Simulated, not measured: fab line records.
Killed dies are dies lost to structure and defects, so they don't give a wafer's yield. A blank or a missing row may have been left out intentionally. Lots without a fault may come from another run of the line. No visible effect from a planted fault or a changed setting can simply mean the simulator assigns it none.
fab line records	flow nand-harc
[record] lots = 13	wafers = 39	last-day = 25
route steps=1159 shown P_ZERO_WELL@14 P_GATE@138
lots untouched by any fault: they come from a run of this same line in which no faults occurred
start-h: hours from the record's first day to the start of the lot's first wafer shown	wait-h: hours since the lot's step before	" as in the row above	L1.1+2: a single row standing in for several wafers	- either no value or no given start	* or withheld: withheld	< > ~ a bound
route shown NAME@n: a module of which the file shows steps, and the number in the route of the first	usual: average and standard deviation across the fault-free wafers	same: alike in all rows	chamber/n: place in a boat	sites: each site's reading	_std_site: how widely they spread, as a standard deviation	_edge_site: the outer-site mean with the inner-site mean subtracted	radius-mm: for every site, how far away it sits from the centre of the wafer	mask NAME#n: copy n	behind: the tool/chamber that last shaped the wafer	hold: the reason the lot was held/the length of the hold in hours/how it ended	device: the transistor (n, p or np) that didn't switch	end of line: at the end of the route, the tests of the same wafers	step lacking rows: just its recipe	killed: not the wafer's yield, but the dies lost to structure and defects at the first sort	map: a wafer's dies, marking killed ones x, the rest . and places with no die _
set.NAME: the setting as run; set.NAME@STEP: as run at that earlier step	model.NAME: the simulator's own value behind a step, which no gauge read
one table for each step of the route and one row for each wafer, over a sample of lots
services: the hour from which a tool's chamber was out of use, counted from the record's first day as start-h (under 0 if before that day), plus the number of hours and why
[[steps]]
[step NHARC_P_ZERO_WELL_CD_MEAS_11]
[recipe] target-cd-nm = 500	landing-energy-ev = 500
[usual] cd-nm = 501.0/1.9
lot.wafer	tool	chamber	start-h	wait-h	cd-nm
L249.1	cd-sem-02	0	13.23	-	501.4
L249.2	"	0	"	"	499.3
L249.6	"	0	"	"	499.5
L250.4	cd-sem-02	0	19.34	-	502.4
L250.5	"	0	"	"	497.4
L250.6	"	0	"	"	500.7
L253.2	cd-sem-03	0	37.26	-	499.2
L253.3	"	0	"	"	502.0
L253.4	"	0	"	"	500.7
L254.1	cd-sem-02	0	43.13	-	503.6
L254.3	"	0	"	"	501.8
L254.4	"	0	"	"	502.4
L255.3	cd-sem-03	0	49.25	-	503.9
L255.5	"	0	"	"	499.5
L255.6	"	0	"	"	503.0
L259.2	cd-sem-01	0	73.24	-	502.0
L259.4	"	0	"	"	500.3
L259.6	"	0	"	"	498.1
L261.1	cd-sem-01	0	85.11	-	498.4
L261.4	"	0	"	"	499.8
L261.5	"	0	"	"	500.4
L267.1	cd-sem-02	0	121.26	-	503.1
L267.3	"	0	"	"	506.2
L267.4	"	0	"	"	500.5
L268.3	cd-sem-01	0	127.24	-	503.7
L268.5	"	0	"	"	503.3
L268.6	"	0	"	"	502.5
L269.1	cd-sem-02	0	133.25	-	501.1
L269.2	"	0	"	"	498.1
L269.6	"	0	"	"	502.3
L270.3	cd-sem-02	0	139.26	-	499.9
L270.5	"	0	"	"	503.6
L270.6	"	0	"	"	499.1
L271.1	cd-sem-03	0	145.24	-	499.7
L271.2	"	0	"	"	502.0
L271.4	"	0	"	"	500.3
L272.1	cd-sem-01	0	151.24	-	499.5
L272.2	"	0	"	"	503.6
L272.4	"	0	"	"	501.0
[step NHARC_P_ZERO_WELL_CD_MEAS_24]
[recipe] target-cd-nm = 720	landing-energy-ev = 500
[usual] cd-nm = 720.1/2.1
lot.wafer	tool	chamber	start-h	wait-h	cd-nm
L249.1	cd-sem-03	0	14.57	-	718.7
L249.2	"	0	"	"	716.9
L249.6	"	0	"	"	715.3
L250.4	cd-sem-03	0	20.73	-	720.0
L250.5	"	0	"	"	718.0
L250.6	"	0	"	"	716.0
L253.2	cd-sem-03	0	38.60	-	718.4
L253.3	"	0	"	"	721.4
L253.4	"	0	"	"	718.3
L254.1	cd-sem-02	0	44.35	-	721.7
L254.3	"	0	"	"	716.6
L254.4	"	0	"	"	720.2
L255.3	cd-sem-03	0	50.63	-	721.0
L255.5	"	0	"	"	720.6
L255.6	"	0	"	"	722.4
L259.2	cd-sem-03	0	74.61	-	721.8
L259.4	"	0	"	"	719.1
L259.6	"	0	"	"	719.9
L261.1	cd-sem-01	0	86.34	-	719.2
L261.4	"	0	"	"	718.5
L261.5	"	0	"	"	719.8
L267.1	cd-sem-03	0	122.61	-	720.8
L267.3	"	0	"	"	721.7
L267.4	"	0	"	"	722.6
L268.3	cd-sem-02	0	128.47	-	719.2
L268.5	"	0	"	"	715.9
L268.6	"	0	"	"	719.5
L269.1	cd-sem-01	0	134.62	-	721.5
L269.2	"	0	"	"	723.6
L269.6	"	0	"	"	721.9
L270.3	cd-sem-02	0	140.63	-	721.1
L270.5	"	0	"	"	721.9
L270.6	"	0	"	"	720.6
L271.1	cd-sem-02	0	146.59	-	719.0
L271.2	"	0	"	"	719.7
L271.4	"	0	"	"	718.1
L272.1	cd-sem-03	0	152.58	-	720.4
L272.2	"	0	"	"	721.6
L272.4	"	0	"	"	719.8
[step NHARC_P_GATE_EXPOSE_23]
[recipe] na = 1.35	target-cd-nm = 120	dose-mj = 93.91	mask-id = P_GATE
lot.wafer	tool	chamber	start-h	wait-h	mask
L249.1+2+6	arfi-scanner-01	0	90.15	-	P_GATE#0
L250.4+5+6	arfi-scanner-01	0	97.23	-	P_GATE#0
L253.2+3+4	arfi-scanner-03	0	119.28	-	P_GATE#0
L254.1+3+4	arfi-scanner-01	0	124.85	-	P_GATE#0
L255.3+5+6	arfi-scanner-03	0	125.52	-	P_GATE#0
L259.2+4+6	arfi-scanner-01	0	143.84	-	P_GATE_R1#0
L261.1+4+5	arfi-scanner-01	0	171.51	-	P_GATE#0
L267.1+3+4	arfi-scanner-02	0	197.08	-	P_GATE#0
L268.3+5+6	arfi-scanner-03	0	204.67	-	P_GATE#0
L270.3+5+6	arfi-scanner-01	0	209.31	-	P_GATE#0
L269.1+2+6	arfi-scanner-02	0	209.46	-	P_GATE#0
L271.1+2+4	arfi-scanner-01	0	223.15	-	P_GATE#0
L272.1+2+4	arfi-scanner-02	0	232.61	-	P_GATE#0
[step NHARC_P_GATE_CD_MEAS_26]
[recipe] target-cd-nm = 120	landing-energy-ev = 500
[usual] cd-nm = 119.7/0.52
lot.wafer	tool	chamber	start-h	wait-h	cd-nm
L249.1	cd-sem-03	0	90.29	-	119.0
L249.2	"	0	"	"	120.2
L249.6	"	0	"	"	120.0
L250.4	cd-sem-01	0	97.38	-	119.2
L250.5	"	0	"	"	119.1
L250.6	"	0	"	"	119.5
L253.2	cd-sem-03	0	119.42	-	119.2
L253.3	"	0	"	"	119.9
L253.4	"	0	"	"	120.1
L254.1	cd-sem-01	0	124.99	-	120.2
L254.3	"	0	"	"	120.5
L254.4	"	0	"	"	119.8
L255.3	cd-sem-03	0	125.66	-	119.6
L255.5	"	0	"	"	120.9
L255.6	"	0	"	"	120.2
L259.2	cd-sem-02	0	143.98	-	117.0
L259.4	"	0	"	"	118.0
L259.6	"	0	"	"	116.8
L261.1	cd-sem-02	0	171.65	-	120.0
L261.4	"	0	"	"	118.9
L261.5	"	0	"	"	120.1
L267.1	cd-sem-02	0	197.22	-	119.6
L267.3	"	0	"	"	119.5
L267.4	"	0	"	"	120.4
L268.3	cd-sem-03	0	204.80	-	119.6
L268.5	"	0	"	"	120.2
L268.6	"	0	"	"	119.4
L270.3	cd-sem-02	0	209.45	-	119.7
L270.5	"	0	"	"	120.3
L270.6	"	0	"	"	119.7
L269.1	cd-sem-02	0	209.60	-	120.5
L269.2	"	0	"	"	120.7
L269.6	"	0	"	"	119.6
L271.1	cd-sem-02	0	223.29	-	119.9
L271.2	"	0	"	"	119.5
L271.4	"	0	"	"	119.9
L272.1	cd-sem-03	0	232.75	-	119.1
L272.2	"	0	"	"	119.8
L272.4	"	0	"	"	120.2
[step NHARC_P_GATE_STRIP_111]
[recipe] power-w = 1500	temp-c = 110	time-s = 250	chemistry = N2/H2
[usual] drypump-motor-current-A = 5.6/0.41	heater-power-w = 83/5.6
lot.wafer	tool	chamber	start-h	wait-h	drypump-motor-current-A	heater-power-w	rf-hours-counter-h
L249.1	plasma-asher-02	0	103.17	0.6	5.1	75	29
L249.2	"	1	"	"	6.2	88	29
L249.6	"	1	"	"	6.2	86	-
L250.4	plasma-asher-01	1	111.07	0.2	5.4	90	-
L250.5	"	0	"	"	5.7	81	-
L250.6	"	1	"	"	5.4	91	-
L253.2	plasma-asher-02	0	131.98	0.2	5.1	78	37
L253.3	"	1	"	"	6.2	88	-
L253.4	"	0	"	"	5.2	78	-
L254.1	plasma-asher-02	0	137.52	0.2	5.1	79	39
L254.4	"	0	"	"	5.1	79	-
L254.3	"	1	"	"	6.2	89	-
L255.3	plasma-asher-01	0	138.38	0.2	5.7	79	-
L255.6	"	0	"	"	5.7	79	-
L255.5	"	1	"	"	5.4	90	-
L259.2	plasma-asher-02	0	156.83	0.2	5.1	79	48
L259.4	"	0	"	"	5.1	79	-
L259.6	"	1	"	"	6.2	86	-
L261.1	plasma-asher-01	1	187.13	0.4	5.4	90	25
L261.4	"	0	"	"	5.7	78	-
L261.5	"	0	"	"	5.7	79	-
L267.1	plasma-asher-01	1	210.23	0.2	5.5	92	36
L267.3	"	1	"	"	5.4	91	-
L267.4	"	0	"	"	5.7	78	-
L268.3	plasma-asher-02	0	217.67	0.2	5.1	74	-
L268.5	"	0	"	"	5.1	76	-
L268.6	"	1	"	"	6.2	86	-
L270.3	plasma-asher-02	0	222.08	0.3	5.2	78	-
L270.5	"	1	"	"	6.2	84	-
L270.6	"	0	"	"	5.1	76	-
L269.2	plasma-asher-01	1	222.15	0.2	5.5	90	40
L269.1	"	0	"	"	5.7	77	40
L269.6	"	0	"	"	5.7	77	-
L271.2	plasma-asher-02	0	236.02	0.2	5.1	77	13
L271.1	"	1	"	"	6.2	83	13
L271.4	"	1	"	"	6.2	85	-
L272.2	plasma-asher-02	1	245.71	0.4	6.2	84	17
L272.1	"	0	"	"	5.1	76	17
L272.4	"	1	"	"	6.2	86	-
[[services]]
tool	chamber	start-h	hours	kind
plasma-asher-01	-	70.75	2.9	repair
arfi-scanner-02	-	84.00	4.0	pm
plasma-asher-01	-	99.20	9.0	pm
plasma-asher-01	0	99.20	9.0	vent-cycle
plasma-asher-01	1	99.20	9.0	vent-cycle
plasma-asher-01	0	108.20	-	clean
plasma-asher-01	1	108.20	-	clean
plasma-asher-02	-	110.23	0.5	repair
arfi-scanner-01	-	124.97	0.7	repair
arfi-scanner-03	-	140.00	4.0	pm
arfi-scanner-02	-	142.61	1.2	repair
plasma-asher-02	-	183.75	9.0	pm
plasma-asher-02	0	183.75	9.0	vent-cycle
plasma-asher-02	1	183.75	9.0	vent-cycle
plasma-asher-02	0	192.75	-	clean
plasma-asher-02	1	192.75	-	clean
arfi-scanner-01	-	196.00	4.0	pm
arfi-scanner-02	-	214.96	2.1	repair
arfi-scanner-03	-	231.13	1.0	repair
arfi-scanner-03	-	237.10	2.4	repair
[[key]]
[first-sign] step = NHARC_P_GATE_EXPOSE_23	reading = mask	direction = changed
[effect] step = NHARC_P_GATE_CD_MEAS_26	reading = cd-nm	direction = down	sigmas = 4.8	usual = 119.7	struck = 117.3
met-at NHARC_P_GATE_EXPOSE_23
struck-lots L259
tester-left-out L259
not-acting-at NHARC_P_ZERO_WELL_CD_MEAS_11,NHARC_P_ZERO_WELL_CD_MEAS_24,NHARC_P_GATE_STRIP_111
onset-between 124.85 143.84
[fault] kind = wrong-mask	tool = any	chamber = -	onset-h = 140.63	steps = NHARC_P_GATE_EXPOSE_23	aux-copy = P_GATE_R1#0	cd-offset-nm = -2.8726	scope = struck-lots-only
// tester-left-out: of these lots the tester's yield and bins aren't shown, on N5 and GAA mostly nor the transistor test; their killed dies are dies lost to structure and defects alone, not to doping, threshold or leakage, so they don't give the yield
